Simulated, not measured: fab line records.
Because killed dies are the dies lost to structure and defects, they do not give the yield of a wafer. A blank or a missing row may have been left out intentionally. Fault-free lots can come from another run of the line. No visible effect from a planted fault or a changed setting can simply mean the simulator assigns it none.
A struck lot beside a sound one + flow n5 finfet + 15 out of 1938 route steps
Sound: wafers L412.2, L412.3, L412.6. The struck wafers were L415.1, L415.3, L415.4. The cause is named last.
Per side, at each step with rows, come the tool, then ch with its chambers, and then its first start. Under that, the readings that differ: sound wafers + struck wafers + difference of the means + sigmas: that difference in standard deviations of wafers without a fault.
alike: words and numbers the same on both sides, and readings whose means are apart by under 2 such deviations; not compared: readings that were withheld, readings missing a value for some wafer, numbers with overlapping values and no deviation given by the record, and bounds like >300 which may hide the same value.
A row with sigmas, a row that says differs or no value, or rows on one side alone: a step with any of these is where the two part. Numbers that don't overlap but have no deviation are shown without sigmas and don't part them. Lack of a reading on every wafer of one side parts them only where that side has two or more wafers.

first, 1 step without rows for these wafers: N5_BEOL_M12_PRE_CLEAN_42 (time 30 s).
N5_BEOL_M12_SPUTTER_43: material TaN, target thk 15 nm, time 24.19 s.
  sound: pvd sputter-03 at day 12 07:02; struck: pvd sputter-02 at day 13 16:28
  alike: throttle valve pct
N5_BEOL_M12_SPUTTER_44: material Ta, target thk 10 nm, time 16.13 s.
  sound: pvd sputter-03 at day 12 07:07; struck: pvd sputter-02 at day 13 16:33
  alike: throttle valve pct
N5_BEOL_M12_SPUTTER_45: material Cu, target thk 80 nm, time 13.33 s.
  sound: pvd sputter-03 at day 12 07:11; struck: pvd sputter-02 at day 13 16:38
  alike: chuck sensor temp C, throttle valve pct
then, 1 step without rows for these wafers: N5_BEOL_M12_ECD_47 (material Cu, target thk 720 nm).
N5_BEOL_M12_ANNEAL_48: time 90 s.
  sound on rtp anneal-02 ch 0, day 12 07:30; struck on rtp anneal-01 ch 0, day 13 20:04
| reading          | sound             | struck            | difference | sigmas |
|------------------|-------------------|-------------------|------------|--------|
| wafer_temp_C_max | 226.5 227.4 226.9 | 225.7 225.6 225.6 | -1.3       | -2     |
N5_BEOL_M12_CMP_49: polishes, stops on SiOC, t overpolish 20.6 s, target thk 320 nm.
  sound on cmp-02 ch 2,3, day 12 07:45; struck on cmp-03 ch 1,2,3, day 13 20:23
  alike: barrier field endpoint s, clearing platen down force psi, motor current A, overpolish run s
N5_BEOL_M12_THK_MEAS_50: measures by xrf.
  sound: film metro-02 at day 12 08:02; struck: film metro-01 at day 13 20:40
  alike: M12_THK
then, 2 steps without rows for these wafers: N5_BEOL_M12_PRE_CLEAN_52 (time 15 s); N5_BEOL_M12_DEP_53 (deposits SiCN from 3MS/NH3, target thk 30 nm, time 10.5 s).
N5_BEOL_M12_RS_MEAS_54: the measuring method here is four-point-probe.
  sound: film metro-01 at day 12 08:10; struck: film metro-01 at day 13 20:48
  alike: M12_RS
N5_BEOL_M12_INSPECT_55: inspects for defects (darkfield).
  sound: defect inspect-01 at day 12 08:12; struck: defect inspect-01 at day 13 20:49
  alike: raw defect count
N5_BEOL_M13_ILD_DEP_00: deposits SiOC from DEMS/O2, target thk 837.92 nm, time 166.4 s.
  sound on pecvd-04 ch 1,2, day 12 08:14; struck on pecvd-04 ch 1,2, day 13 20:52
| reading              | sound                | struck               | difference | sigmas |
|----------------------|----------------------|----------------------|------------|--------|
| susceptor temp C (C) | 350.16 350.21 350.19 | 354.43 354.30 354.69 | +4.29      | +23    |
  alike: heater power outer w, heater power w, showerhead plenum p Torr, throttle valve pct
N5_BEOL_M13_THK_MEAS_01:
  sound: film metro-01 at day 12 08:23; struck: film metro-02 at day 13 21:01
  alike: M13_ILD_THK
N5_PASSIVATION_PROBE_49:
  rows exist in the record for the sound wafers here (prober-02, day 14 04:13), none for the struck ones

== WHERE THEY PART ==
Earliest at N5_BEOL_M12_ANNEAL_48; latest, in this record, at N5_PASSIVATION_PROBE_49.

WHY: whatever the simulator had introduced
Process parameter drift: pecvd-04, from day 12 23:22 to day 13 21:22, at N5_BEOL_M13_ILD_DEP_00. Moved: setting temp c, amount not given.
